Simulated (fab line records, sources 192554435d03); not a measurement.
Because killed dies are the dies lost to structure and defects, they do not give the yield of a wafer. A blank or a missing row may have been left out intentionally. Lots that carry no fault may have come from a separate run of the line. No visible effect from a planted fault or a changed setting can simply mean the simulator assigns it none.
A struck lot beside a sound one	flow n5 finfet	14 out of 1938 route steps
Sound: the wafers L301.3, L301.4, L301.6. Wafers struck: L308.1, L308.3, L308.4. The cause comes at the end.
Each step with rows lists, per side, the tool, then ch with its chambers, then its first start. Under that, the readings that differ: sound wafers	struck wafers	difference of the means	sigmas: that difference in standard deviations of wafers without a fault.
alike: readings whose means differ by less than 2 such deviations, and words and numbers that are the same on both sides. not compared: withheld readings, readings that some wafer has no value for, bounds like >300 that may hide the same value, and numbers for which the record gives no deviation and whose values overlap.
The two part at a step that has a row with sigmas, a row that says differs or no value, or rows on one side only. Numbers that have no deviation but don't overlap get no sigmas and don't part them. Lack of a reading on every wafer of one side parts them only where that side has two or more wafers.

N5_MOL_CONTACT_COAG_ALD_27: deposits SiOC, target thk 17 nm, pulse time 1.5 s, time 2720 s.
  sound on ald sin-02 ch 0,1, day 6 23:44; struck on ald sin-04 ch 0,1,2, day 8 19:10
reading	sound	struck	difference	sigmas
heater power w (W)	919 817 914	823 717 658	-151	-2
  alike: precursor pulse height rel, susceptor temp C
N5_MOL_CONTACT_COAG_CMP_28: polishes, stops on SiNx, t overpolish 0.85 s, target thk 14.522 nm.
  sound on cmp-04 ch 2,3, day 7 01:17; struck on cmp-01 ch 0,1,2, day 8 20:44
  alike: motor current A, time to endpoint s
N5_MOL_CONTACT_COAG_THK_MEAS_29:
  sound: film metro-02 at day 7 01:35; struck: film metro-01 at day 8 21:01
  alike: MD_CAP_THK
N5_MOL_CONTACT_COAG_ALD_123: deposits SiNx, target thk 5 nm, pulse time 1 s, purge time 2 s.
  sound on ald sin-01 ch 0,1,2, day 7 01:37; struck on ald sin-04 ch 0,2,3, day 8 21:04
  alike: heater power w, precursor pulse height rel, susceptor temp C
then, 8 steps without rows for these wafers: N5_MOL_CONTACT_COAG_PECVD_31 (deposits SiO2 from TEOS/O2, target thk 46 nm, time 8.9 s); N5_MOL_CONTACT_COAG_COAT_75 (time 60 s, resist thk 60 nm); N5_MOL_CONTACT_COAG_COAT_76 (time 60 s, resist thk 10 nm); N5_MOL_CONTACT_COAG_COAT_77 (time 60 s, resist thk 10 nm); N5_MOL_CONTACT_COAG_COAT_78 (resist thk 40 nm); N5_MOL_CONTACT_COAG_EBR_80; N5_MOL_CONTACT_COAG_SOFTBAKE_79 (time 60 s); N5_MOL_CONTACT_COAG_EXPOSE_81 (exposes mask VG, defocus 0 nm).
N5_MOL_CONTACT_COAG_PEB_82: peb time 60 s.
  struck on litho track-01, day 8 21:58; sound on litho track-01 ch 0, day 7 02:29
  no value came back on the struck wafers for chill plate temp C (C), exhaust pa (Pa); on the sound wafers chill plate temp C (C) reads 22.98 22.95 22.88
then, 1 step without rows for these wafers: N5_MOL_CONTACT_COAG_DEVELOP_83 (develop time 30 s).

WHERE THEY PART
Earliest at N5_MOL_CONTACT_COAG_ALD_27; latest, in this record, at N5_MOL_CONTACT_COAG_PEB_82.

WHY: the cause the simulator had injected
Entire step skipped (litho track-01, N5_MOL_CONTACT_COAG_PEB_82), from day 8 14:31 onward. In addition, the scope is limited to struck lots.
